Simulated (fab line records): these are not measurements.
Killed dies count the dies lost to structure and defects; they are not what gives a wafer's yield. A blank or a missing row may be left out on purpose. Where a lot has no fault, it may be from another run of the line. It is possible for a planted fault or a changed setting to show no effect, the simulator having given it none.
Code-filled problem report in 8D (eight disciplines) form ; flow n5Finfet ; the parts of the form that need people (team, actions taken, sign-off) are left out

== 1. WHAT IS WRONG ==
Wafers without a fault read 74, standard deviation 27; rawDefectCount at N5_BEOL_M3_INSPECT_59 reads a mean of 646 on 6 wafers belonging to 2 lots. Measured from the usual mean, that is +21 standard deviations.
The step: inspects for defects (darkfield).
Seen first at day 11 19:53 on defectInspect-01, wafer L498.1. The record holds 12 wafers of 4 lots with a number at this step. Rule for "out", or "out of limits": more than 4 standard deviations from the usual mean. The rest of the wafers with a number are treated as sound.

== 2. WHAT IT IS, AND WHAT IT ISN'T ==
question;is;is not
which readings at this step;rawDefectCount;-
which lots;L498, L502;L489, L504
which wafers of those lots;all that have a number;-
read on which gauges;defectInspect-01;-
when;from day 11 19:53;"up to then (3 sound wafers); but 3 sound wafers of L504 came after"

== 3. SUSPECTS, AND WHAT RULES EACH OUT ==
Counting: a tool at a process step up to the reading stays a suspect if it ran every lot that is out and no sound lot after the first of them.
- the gauge at N5_BEOL_M3_INSPECT_59: ruled out. All the wafers that are out were read on defectInspect-01, but those of them that N5_PASSIVATION_PROBE_49 has rows for are out there too, on other tools.
- pecvd-02 at N5_BEOL_M3_DEP_57 (deposits SiCN from 3MS/NH3, target thk 8 nm, time 14 s): kept. It ran every lot that is out, first L498 (day 11 19:48), and no sound lot after that; its last sound lot up to then is L489 (day 9 22:04).
Left after counting: pecvd-02 at N5_BEOL_M3_DEP_57.

== 4. THE CAUSE (what the simulator had put in) ==
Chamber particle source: pecvd-02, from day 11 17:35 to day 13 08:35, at N5_BEOL_M3_DEP_57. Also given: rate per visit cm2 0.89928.
This tool alone remained once counting was done.

== 5. THE EFFECT CHAIN, in route order ==
Each row: a reading where the mean over the struck wafers with a number is more than 3 standard deviations away from the usual. Only readings for which the record gives a usual standard deviation are gone through. hours: the time from each lot's start at the first step in this table that gives one to its start at this step, as a median over the lots. sigmas: the change in usual standard deviations.
hours;step;reading;usual;on struck wafers;change;sigmas
0;N5_BEOL_M3_INSPECT_59;rawDefectCount;74;646;+572;+21
4;N5_BEOL_M4_INSPECT_13;rawDefectCount;423;1130;+706;+7.5
125;N5_PASSIVATION_PROBE_49;defectLimitedYield;91.4 %;82.6;-8.8;-5.8
125;N5_PASSIVATION_PROBE_49;killed_at_M0_to_M3;35;140;+104;+8.7
125;N5_PASSIVATION_PROBE_49;killedDies;101;205;+104;+5.8
125;N5_PASSIVATION_PROBE_49;sort_bin_5_function;5.0 %;10.9;+5.9;+5.9
125;N5_PASSIVATION_PROBE_49;sortNPass;1079;975;-104;-5.8
125;N5_PASSIVATION_PROBE_49;sortYieldPct;91.4 %;82.6;-8.8;-5.8
It contains these process steps:
- N5_PASSIVATION_PROBE_49
Later steps that measure or inspect, where all struck wafers having a row at the step show a number for every such reading and not one has moved that far: N5_BEOL_M4_RC_MEAS_101.

== 6. WHAT WOULD HAVE CAUGHT IT SOONER ==
Counted from the fault's start at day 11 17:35, it took 2 hours until the first out-of-limits reading at a measuring or inspecting step in this record, taken at day 11 19:53.
Of the tool readings at N5_BEOL_M3_DEP_57 for which the record gives a usual standard deviation, none was out on any struck wafer, so an alarm limit of 4 standard deviations on them would not have fired.
Among the 2 lots that are out, L502 began N5_BEOL_M3_DEP_57 on pecvd-02 after day 11 19:53. Putting the tool on hold at that point would have spared it.
